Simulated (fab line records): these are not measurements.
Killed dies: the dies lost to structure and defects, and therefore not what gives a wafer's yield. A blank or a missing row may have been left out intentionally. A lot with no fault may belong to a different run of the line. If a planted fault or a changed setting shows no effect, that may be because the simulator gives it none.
Matching of chambers | flow nand-harc | NHARC_P_M0_PRE_CLEAN_31 on pecvd-01: 3 sister chambers
The step time 12 s. 3 wafers are shown with their chamber, then 11 later ones without.

## WAFERS WITH THEIR CHAMBER
wafer  | chamber | heater-power-w (W)
L085.1 | 2       | 552
L087.6 | 0       | 645
L089.1 | 1       | 590

## WAFERS WHOSE CHAMBER IS MISSING
wafer  | heater-power-w (W)
L089.2 | 557
L089.6 | 531
L090.1 | 519
L090.4 | 614
L090.6 | 549
L091.1 | 515
L091.2 | 535
L091.4 | 541
L097.2 | 539
L097.4 | 545
L097.6 | 684

## EACH ONE'S CHAMBER
wafer  | from the rows above          | in truth
L089.2 | can't be placed: 2 or 1      | 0
L089.6 | can't be placed: 2 or 1      | 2
L090.1 | can't be placed: 2 or 1      | 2
L090.4 | can't be placed: 1 or 0 or 2 | 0
L090.6 | can't be placed: 2 or 1      | 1
L091.1 | can't be placed: 2 or 1      | 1
L091.2 | can't be placed: 2 or 1      | 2
L091.4 | can't be placed: 2 or 1      | 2
L097.2 | can't be placed: 2 or 1      | 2
L097.4 | can't be placed: 2 or 1      | 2
L097.6 | 0                            | 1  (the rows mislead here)
Correct placement for 0 of the 11. Cannot be placed on the basis of these rows: 10; the candidates contain the true chamber in 9. 1 placed wrongly.
How it was worked out, from the rows above alone: a wafer's distance from a chamber is the root of the sum, over the readings, of the square of ((its reading less the chamber's mean) divided by the reading's scatter). The wafer belongs to the nearest chamber; if the next one is less than 2 further off, it can't be placed. Each chamber's mean is taken over the wafers shown for it. The scatter: root of mean squared gap, hidden wafer to nearest shown wafer, with one shown wafer a chamber.
